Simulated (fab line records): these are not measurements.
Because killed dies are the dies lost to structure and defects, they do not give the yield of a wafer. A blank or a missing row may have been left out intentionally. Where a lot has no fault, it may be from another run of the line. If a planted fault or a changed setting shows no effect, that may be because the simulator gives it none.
What tool caused it?    flow n5 finfet    25 wafers from 9 lots sampled at 4 of the route's 1938 steps

== WHAT EACH GAUGE READ, for each wafer ==
N5_BEOL_M1_OCD_MEAS_38.
lot   measured      on      trench depth nm (nm)
L221  day 7 14:28   ocd-01  54.9 55.4 54.6
L222  day 8 06:49   ocd-01  62.8 54.3
L224  day 8 07:17   ocd-01  54.0 63.8 54.2
L226  day 8 14:25   ocd-01  61.9 62.0
L230  day 9 17:49   ocd-02  55.2 54.3 54.9
L235  day 11 19:11  ocd-02  52.4 55.3 55.1
L238  day 11 19:00  ocd-02  54.9 54.5 56.8
L239  day 11 21:50  ocd-01  55.9 55.7 51.9
L240  day 12 01:25  ocd-01  55.2 56.6 54.8

== WHAT TOOL EACH LOT RAN ON (gives the tool, then ch and the chambers of the sampled wafers, and finally the start) ==
lot   N5_BEOL_M1_HM_OPEN_17              N5_BEOL_M1_TRENCH_ETCH_37           N5_BEOL_M1_STRIP_97
L221  rie metal-01 ch 0,1, day 7 05:31   rie diel-05 ch 1,2, day 7 14:19     rie diel-05 ch 1,2, day 7 14:28 or earlier
L222  rie metal-02 ch 1, day 7 14:07     rie diel-05 ch 2, day 8 06:39       rie diel-05 ch 2, day 8 06:49 or earlier
L224  rie metal-01 ch 0,1, day 8 01:40   rie diel-05 ch 1,3, day 8 07:07     rie diel-05 ch 1,3, day 8 07:17 or earlier
L226  rie metal-01 ch 0,1, day 8 08:56   rie diel-05 ch 0,2, day 8 14:16     rie diel-05 ch 0,2, day 8 14:25 or earlier
L230  rie metal-02 ch 1, day 9 10:22     rie diel-06 ch 0,3, day 9 17:40     rie diel-06 ch 0,3, day 9 17:49 or earlier
L235  rie metal-03 ch 0,1, day 11 07:13  rie diel-03 ch 1,2,3, day 11 19:02  rie diel-03 ch 1,2,3, day 11 19:11 or earlier
L238  rie metal-02 ch 1, day 11 10:51    rie diel-05 ch 1,2,3, day 11 18:50  rie diel-05 ch 1,2,3, day 11 19:00 or earlier
L239  rie metal-03 ch 0,1, day 11 15:05  rie diel-03 ch 0,1,2, day 11 21:41  rie diel-03 ch 0,1,2, day 11 21:50 or earlier
L240  rie metal-03 ch 0, day 11 23:10    rie diel-03 ch 2,3, day 12 01:16    rie diel-03 ch 2,3, day 12 01:25 or earlier
- N5_BEOL_M1_HM_OPEN_17: chemistry Cl2/BCl3, target TiN, target depth 20 nm, overetch 6 nm.
- N5_BEOL_M1_TRENCH_ETCH_37: etches SiOC in C4F6/O2, target depth 55.207 nm, time 29 s.
- N5_BEOL_M1_STRIP_97: strips in N2/H2, time 10 s.

== THE ANSWER, worked out from the rows above alone ==
Rule: what is usual is taken from the lots themselves. Put in order of their means at a reading, lots are off if they are a third of the lots or fewer, leave a main group of 4 or more, and stand apart from it by a gap of 3 or more times the standard deviation of the main group's means; of several such gaps the widest counts. A main group is skipped when, at the precision printed for the reading in the tables above, its means are all equal. A lot without any number at a reading at which 4 lots or more have one is off too. Any other lot the step has rows for is counted as sound.
Off: L222, L224, L226, at N5_BEOL_M1_OCD_MEAS_38 (trench depth nm). Main group: mean 54.9 nm, sd 0.45.
A tool fits if, at a process step before that reading, it ran every lot that is off, and no sound lot after the first of them. The gauges at N5_BEOL_M1_OCD_MEAS_38 are tried like those tools. Because N5_BEOL_M1_STRIP_97 lacks a start for some lots, the hours and order of its lots are taken from N5_BEOL_M1_OCD_MEAS_38. No candidate that was tried fits.

== WHAT THE SIMULATOR HAD PUT IN ==
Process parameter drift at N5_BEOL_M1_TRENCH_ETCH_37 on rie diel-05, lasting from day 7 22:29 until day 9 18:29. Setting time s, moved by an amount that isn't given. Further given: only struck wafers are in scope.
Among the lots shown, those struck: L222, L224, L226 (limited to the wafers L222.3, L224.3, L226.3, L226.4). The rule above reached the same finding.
